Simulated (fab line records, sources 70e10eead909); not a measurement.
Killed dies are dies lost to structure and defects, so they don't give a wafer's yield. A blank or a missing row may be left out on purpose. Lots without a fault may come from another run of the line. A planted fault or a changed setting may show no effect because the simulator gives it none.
Problem report in the 8D (eight disciplines) form, filled by code | flow nand_harc | the parts of the form that need people (team, actions taken, sign-off) are left out

1. THE PROBLEM
cd_nm at NHARC_A_M0_CD_MEAS_09 reads a mean of 68.4 nm on 6 wafers of 2 lots; wafers without a fault read 80.5 nm with a standard deviation of 0.65. That is -19 standard deviations from the usual mean.
The step: target cd 80 nm.
First seen on wafer L274.1, day 24 10:55, on cd_sem-02. The record holds 36 wafers of 12 lots with a number at this step. Rule for "out", or "out of limits": more than 4 standard deviations from the usual mean. The other wafers with a number count as sound.

2. WHAT IT IS AND WHAT IT IS NOT
question                    | is                     | is not
which readings at this step | cd_nm                  | -
which lots                  | L274, L275             | L269, L270, L271, L272, L273, L276, L284, L286, L289, L291
which wafers of those lots  | all that have a number | -
read on which gauges        | cd_sem-02, cd_sem-03   | cd_sem-01
when                        | from day 24 10:55      | up to then (15 sound wafers); but 15 sound wafers of L276, L284, L286, L289, L291 came after

3. SUSPECTS, AND WHAT RULES EACH OUT
Counting: a tool at a process step up to the reading stays a suspect if it ran every lot that is out and no sound lot after the first of them.
- the gauge at NHARC_A_M0_CD_MEAS_09: ruled out. The wafers that are out were read on 2 gauges (cd_sem-02, cd_sem-03).
- rie_diel-11 at NHARC_A_BLC_STRIP_21 (strips in O2): ruled out as a lasting fault. Sound lots L291 ran on it after its first lot that is out, L274 (day 24 08:19).
- cmp-02 at NHARC_A_BLC_CMP_25 (polishes, t overpolish 30 s, target thk 150 nm): ruled out as a lasting fault. Sound lots L286 ran on it after its first lot that is out, L274 (day 24 09:44).
- arfi_scanner-02 at NHARC_A_M0_EXPOSE_06 (exposes mask A M0, target cd 80 nm): kept. It ran every lot that is out, first L274 (day 24 10:47), and no sound lot after that; its last sound lot up to then is L273 (day 24 03:55). Its own readings are out on those wafers: exposure_dose_mJ_cm2.
Left after counting: arfi_scanner-02 at NHARC_A_M0_EXPOSE_06.

4. THE CAUSE (what the simulator had put in)
Process parameter drift: arfi_scanner-02, from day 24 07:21 on, at NHARC_A_M0_EXPOSE_06. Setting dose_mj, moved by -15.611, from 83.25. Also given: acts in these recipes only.
Counting left only this tool.

5. THE CHAIN OF EFFECTS, in route order
Each row: a reading whose mean over the struck wafers that have a number lies more than 3 standard deviations from the usual. Only readings for which the record gives a usual standard deviation are gone through. hours: the time from each lot's start at the first step in this table that gives one to its start at this step, as a median over the lots. sigmas: the change in usual standard deviations.
hours | step                  | reading              | usual   | on struck wafers | change | sigmas
0     | NHARC_A_M0_EXPOSE_06  | exposure_dose_mJ_cm2 | 83.20   | 69.19            | -14.01 | -99 or more
0     | NHARC_A_M0_CD_MEAS_09 | cd_nm                | 80.5 nm | 68.4             | -12.1  | -19
The process steps in it:
- NHARC_A_M0_EXPOSE_06: exposes mask A M0, target cd 80 nm.

6. WHAT WOULD HAVE CAUGHT IT SOONER
In this record the first reading out of limits at a measuring or inspecting step was taken at day 24 10:55, 4 hours after the fault began at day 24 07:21.
The tool's own readings at NHARC_A_M0_EXPOSE_06 were out on every struck wafer that the step has a row for (exposure_dose_mJ_cm2): an alarm limit on them would have fired on the first of those.
Of the lots that are out (2), L275 began NHARC_A_M0_EXPOSE_06 on arfi_scanner-02 after day 24 10:55. A hold on the tool at that time would have spared it.
